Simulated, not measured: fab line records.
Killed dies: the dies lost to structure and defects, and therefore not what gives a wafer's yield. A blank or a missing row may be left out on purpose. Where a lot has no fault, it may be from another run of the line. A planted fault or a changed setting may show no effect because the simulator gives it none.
fab line records    flow nand_harc
record lots=5  wafers=15  last_day=32
route steps=1302 shown P_ZERO_WELL@44
lots that met no fault: from a run of the same line without faults
start_h: the number of hours between the record's first day and the start of the first shown wafer of the lot    wait_h: time in hours since the lot's previous step    " as in the row above    L1.1+2: one row covering several wafers at once    - value missing, or start not given    * or withheld: withheld    < > ~ a bound
route shown NAME@n: a module of which the file shows steps, and the number in the route of the first    usual: the fault-free wafers' mean and standard deviation    same: alike in all rows    chamber/n: place in a boat    sites: per-site readings    _std_site: the values' standard deviation    _edge_site: the outer-site mean with the inner-site mean subtracted    radius_mm: how far each site lies from the wafer's centre    mask NAME#n: copy n    behind: the most recent tool/chamber to have shaped the wafer    hold: the reason the lot was held/the length of the hold in hours/how it ended    device: transistor that didn't switch, given as n, p or np    end of line: the tests these same wafers got at the end of their route    step lacking rows: just its recipe    killed: at the first sort, the dies lost to defects and structure; wafer yield is something else    map: a wafer's dies, x killed, . not, _ none there
set.NAME: the setting as run; set.NAME@STEP: as run at that earlier step    model.NAME: the simulator's own value behind a step, which no gauge read
a table for each step, a row for each wafer; lots at some steps of the route
services: when a tool's chamber went out of use (start_h, in hours from the record's first day, below 0 if earlier), for how many hours, and the reason
## steps
# step NHARC_P_ZERO_WELL_CD_MEAS_37
# recipe target_cd_nm=720  landing_energy_ev=500
# usual cd_nm=719.9/1.4
lot.wafer  tool       chamber  start_h  wait_h  cd_nm
L261.3     cd_sem-02  0        37.24    -       719.0
L261.5     "          0        "        "       719.2
L261.6     "          0        "        "       719.9
L264.2     cd_sem-01  0        64.16    -       716.7
L264.3     "          0        "        "       718.4
L264.6     "          0        "        "       719.5
L266.3     cd_sem-01  0        84.11    -       719.4
L266.5     "          0        "        "       719.7
L266.6     "          0        "        "       718.2
L277.2     cd_sem-01  0        194.36   -       721.0
L277.5     "          0        "        "       721.4
L277.6     "          0        "        "       720.6
L279.2     cd_sem-03  0        214.25   -       720.9
L279.4     "          0        "        "       718.8
L279.6     "          0        "        "       721.0
# step NHARC_P_ZERO_WELL_HARDBAKE_38
# recipe temp_c=125  time_s=80
# step NHARC_P_ZERO_WELL_DESCUM_39
# recipe time_s=3  o2_flow_sccm=200  ar_flow_sccm=0  bias_power_w=0  chemistry=O2
# usual drypump_motor_current_A=6.0/0.36  oes_product_au=1.002/0.008  rf_vpp_V=57.7/0.87  showerhead_plenum_p_Torr=1.88/0.087  throttle_valve_pct=11.310/0.0086
lot.wafer  tool         chamber  start_h  wait_h  drypump_motor_current_A  oes_product_au  rf_hours_counter_h  rf_vpp_V  showerhead_plenum_p_Torr  throttle_valve_pct
L261.3     rie_diel-01  0        37.42    -       5.6                      1.017           1                   59.1      1.88                      11.312
L261.6     "            2        "        "       6.1                      1.007           -                   57.4      1.80                      11.294
L261.5     "            3        "        "       6.0                      1.000           -                   59.1      1.78                      11.300
L264.2     rie_diel-06  1        64.33    -       6.4                      1.009           25                  58.5      1.79                      11.302
L264.3     "            3        "        "       6.5                      1.006           32                  58.6      2.07                      11.301
L264.6     "            1        "        "       6.4                      1.013           -                   56.7      1.79                      11.314
L266.3     rie_diel-06  1        84.29    -       6.4                      1.008           31                  58.2      1.79                      11.324
L266.5     "            2        "        "       6.5                      0.997           -                   58.9      1.99                      11.300
L266.6     "            1        "        "       6.4                      1.005           -                   58.2      1.79                      11.312
L277.2     rie_diel-04  2        194.53   -       6.3                      0.999           1                   58.9      1.99                      11.311
L277.6     "            1        "        "       6.3                      0.995           -                   57.5      1.87                      11.305
L277.5     "            2        "        "       6.3                      0.992           -                   56.9      1.99                      11.305
L279.2     rie_diel-04  2        214.42   -       6.3                      1.000           7                   57.2      1.98                      11.291
L279.4     "            0        "        "       6.2                      0.994           8                   58.5      1.84                      11.316
L279.6     "            2        "        "       6.3                      0.997           -                   57.7      1.98                      11.299
# step NHARC_P_ZERO_WELL_IMPLANT_40
# recipe energy_kev=300  dose_cm2=1e+13  tilt_deg=7
# step NHARC_P_ZERO_WELL_IMPLANT_59
# recipe energy_kev=120  dose_cm2=5e+12  tilt_deg=7
# step NHARC_P_ZERO_WELL_IMPLANT_60
# recipe energy_kev=30  dose_cm2=2e+12  tilt_deg=7
# step NHARC_P_ZERO_WELL_STRIP_41
# recipe time_s=840  temp_c=130  chemistry=SPM
# step NHARC_P_ZERO_WELL_DEHYDRATE_44
# recipe temp_c=150  time_s=120
# step NHARC_P_ZERO_WELL_HMDS_45
# recipe time_s=30
# step NHARC_P_ZERO_WELL_COAT_46
# recipe spin_rpm=withheld
# step NHARC_P_ZERO_WELL_SOFTBAKE_47
# recipe temp_c=122  time_s=95
# step NHARC_P_ZERO_WELL_EBR_48
# step NHARC_P_ZERO_WELL_EXPOSE_49
# recipe na=0.6  target_cd_nm=2000  dose_mj=22.64  mask_id=P_HVPW
lot.wafer   tool            chamber  start_h  wait_h  mask
L261.3+5+6  krf_scanner-01  0        38.73    -       P_HVPW#0
L264.2+3+6  krf_scanner-03  0        65.64    -       P_NWELL#0
L266.3+5+6  krf_scanner-02  0        85.49    -       P_HVPW#0
L277.2+5+6  krf_scanner-03  0        195.85   -       P_HVPW#0
L279.2+4+6  krf_scanner-01  0        215.73   -       P_HVPW#0
# step NHARC_P_ZERO_WELL_PEB_50
# recipe peb_temp_c=118  peb_time_s=85
# step NHARC_P_ZERO_WELL_DEVELOP_51
# recipe time_s=70
# step NHARC_P_ZERO_WELL_CD_MEAS_52
# recipe target_cd_nm=2000  landing_energy_ev=500
# usual cd_nm=1999.4/1.2
lot.wafer  tool       chamber  start_h  wait_h  cd_nm
L261.3     cd_sem-02  0        38.88    -       2002.0
L261.5     "          0        "        "       2001.6
L261.6     "          0        "        "       2001.0
L264.2     cd_sem-02  0        65.79    -       -
L264.3     "          0        "        "       -
L264.6     "          0        "        "       -
L266.3     cd_sem-03  0        85.64    -       2000.6
L266.5     "          0        "        "       1997.4
L266.6     "          0        "        "       1998.8
L277.2     cd_sem-02  0        196.01   -       2000.7
L277.5     "          0        "        "       2000.1
L277.6     "          0        "        "       2001.0
L279.2     cd_sem-01  0        215.88   -       1998.6
L279.4     "          0        "        "       1999.8
L279.6     "          0        "        "       2000.1
# step NHARC_P_ZERO_WELL_HARDBAKE_53
# recipe temp_c=125  time_s=80
## services
tool            chamber  start_h  hours  kind
krf_scanner-01  -        23.15    1.3    repair
rie_diel-01     -        26.83    9.0    pm
rie_diel-04     0        35.70    -      clean
rie_diel-04     1        35.70    -      clean
rie_diel-04     2        35.70    -      clean
rie_diel-04     3        35.70    -      clean
rie_diel-06     0        35.76    -      clean
rie_diel-06     2        40.87    4.5    repair
krf_scanner-03  -        52.00    4.0    pm
rie_diel-01     2        53.44    4.5    repair
krf_scanner-03  -        76.88    3.2    repair
rie_diel-06     0        83.36    2.7    repair
krf_scanner-02  -        94.00    4.0    pm
rie_diel-04     0        103.79   15.7   repair
krf_scanner-01  -        106.31   0.2    repair
krf_scanner-03  -        106.41   0.5    repair
krf_scanner-03  -        129.02   0.5    repair
rie_diel-01     1        129.90   6.6    repair
rie_diel-06     -        130.21   9.0    pm
krf_scanner-01  -        140.00   4.0    pm
krf_scanner-03  -        147.03   11.7   repair
rie_diel-04     -        178.24   9.0    pm
rie_diel-01     -        203.83   9.0    pm
krf_scanner-03  -        213.61   2.0    repair
## key
first_sign step=NHARC_P_ZERO_WELL_EXPOSE_49  reading=mask  direction=changed
effect step=NHARC_P_ZERO_WELL_CD_MEAS_52  reading=cd_nm  direction=missing
met_at NHARC_P_ZERO_WELL_EXPOSE_49
struck_wafers L264.2,L264.3,L264.6
later_rows_left_out L264.2,L264.3,L264.6
sort_left_out L264.2,L264.3,L264.6
tester_left_out L264
fault kind=wrong_mask  tool=any  chamber=-  onset_h=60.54  steps=NHARC_P_ZERO_WELL_EXPOSE_49  aux_copy=P_NWELL#0  scope=struck_lots_only
# tester_left_out: of these lots the tester's yield and bins aren't shown, on N5 and GAA mostly nor the transistor test; their killed dies are dies lost to structure and defects alone, not to doping, threshold or leakage, so they don't give the yield
# sort_left_out: the simulated sort isn't trusted on such a fault, so these wafers' sort isn't shown, and their yield isn't known
# later_rows_left_out: the simulator's readings of these wafers behind a module that went badly wrong aren't trusted and aren't shown, but for the sort
